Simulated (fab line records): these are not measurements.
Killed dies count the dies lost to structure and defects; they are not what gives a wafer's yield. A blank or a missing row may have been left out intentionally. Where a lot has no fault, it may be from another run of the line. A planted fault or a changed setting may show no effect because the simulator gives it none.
Struck lot and sound lot, side by side | flow n5-finfet | 16 steps out of a route of 1938
Sound: these wafers, L310.1, L310.3, L310.4. Struck: wafers L316.4, L316.5, L316.6. The cause is given at the end.
Each step with rows lists, per side, the tool, then ch with its chambers, then its first start. Under that, the readings that differ: sound wafers | struck wafers | difference of the means | sigmas: that difference in standard deviations of wafers without a fault.
alike: readings with means less than 2 such deviations apart, plus words and numbers identical on both sides. not compared: withheld readings, readings lacking a value on some wafer, bounds such as >300 that could conceal the same value, and numbers that have no deviation in the record and whose values overlap.
A row with sigmas, a row that says differs or no value, or rows on one side alone: a step with any of these is where the two part. Numbers that have no deviation but don't overlap get no sigmas and don't part them. A reading missing from all wafers of one side parts the sides only when that side holds two or more wafers.

first, 3 steps without rows for these wafers: N5_HKMG_FIN_WET_ETCH_65 (etches a-Si in TMAH, stops on TiN, time 49 s, target depth 3 nm); N5_HKMG_FIN_WET_ETCH_81 (etches TiN in SC1, stops on HfO2, time 57 s, target depth 6 nm); N5_HKMG_FIN_WET_ETCH_82 (etches La2O3 in dHCl, stops on HfO2, target depth 2 nm, rinse time 30 s).
N5_HKMG_FIN_ALD_36: deposits TiN, target thk 1 nm, pulse time 1 s, purge time 3 s.
  sound on ald-metal-01 ch 0,2,3, day 7 05:19; struck on ald-metal-01 ch 0,2,3, day 8 13:52
  alike: heater-power-w, precursor-pulse-height-rel
N5_HKMG_FIN_THK_MEAS_70: measures by xrf.
  sound on film-metro-02, day 7 05:36; struck on film-metro-02, day 8 14:09
  alike: HK_THK
N5_HKMG_FIN_PWFM_ALD_03: deposits TiN, target thk 2 nm, pulse time 1 s, purge time 3 s.
  sound on ald-metal-02 ch 1,2,3, day 7 05:38; struck on ald-metal-02 ch 0,1, day 8 14:11
  alike: heater-power-w, precursor-pulse-height-rel
then, 6 steps without rows for these wafers: N5_HKMG_FIN_COAT_29 (time 60 s, resist thk 300 nm); N5_HKMG_FIN_COAT_30 (time 60 s, resist thk 35 nm); N5_HKMG_FIN_COAT_06 (resist thk 90 nm); N5_HKMG_FIN_EBR_08; N5_HKMG_FIN_SOFTBAKE_07 (time 60 s); N5_HKMG_FIN_EXPOSE_09 (exposes mask NWFM).
N5_HKMG_FIN_PEB_10: peb time 60 s.
  sound on litho-track-03 ch 0, day 7 06:17; struck on litho-track-03 ch 0, day 8 14:50
  alike: exhaust-pa
then, 1 step without rows for these wafers: N5_HKMG_FIN_DEVELOP_11 (develop time 30 s).
N5_HKMG_FIN_CD_MEAS_12 targets a cd of 92.8 nm.
  sound on cd-sem-01 ch 0, day 7 06:21; struck on cd-sem-02 ch 0, day 8 14:54
  reading    | sound          | struck         | difference | sigmas
  cd-nm (nm) | 93.0 93.8 92.6 | 96.4 95.4 95.5 | +2.6       | +4
N5_HKMG_FIN_OVL_MEAS_13:
  sound on overlay-01 ch 0, day 7 06:23; struck on overlay-01 ch 0, day 8 14:56
  alike: NWFM_OVL

WHERE THEY PART
N5_HKMG_FIN_CD_MEAS_12 only, going by this record. Later steps at which nothing parts them and some readings are alike: N5_HKMG_FIN_OVL_MEAS_13.

WHY: what the simulator had put in
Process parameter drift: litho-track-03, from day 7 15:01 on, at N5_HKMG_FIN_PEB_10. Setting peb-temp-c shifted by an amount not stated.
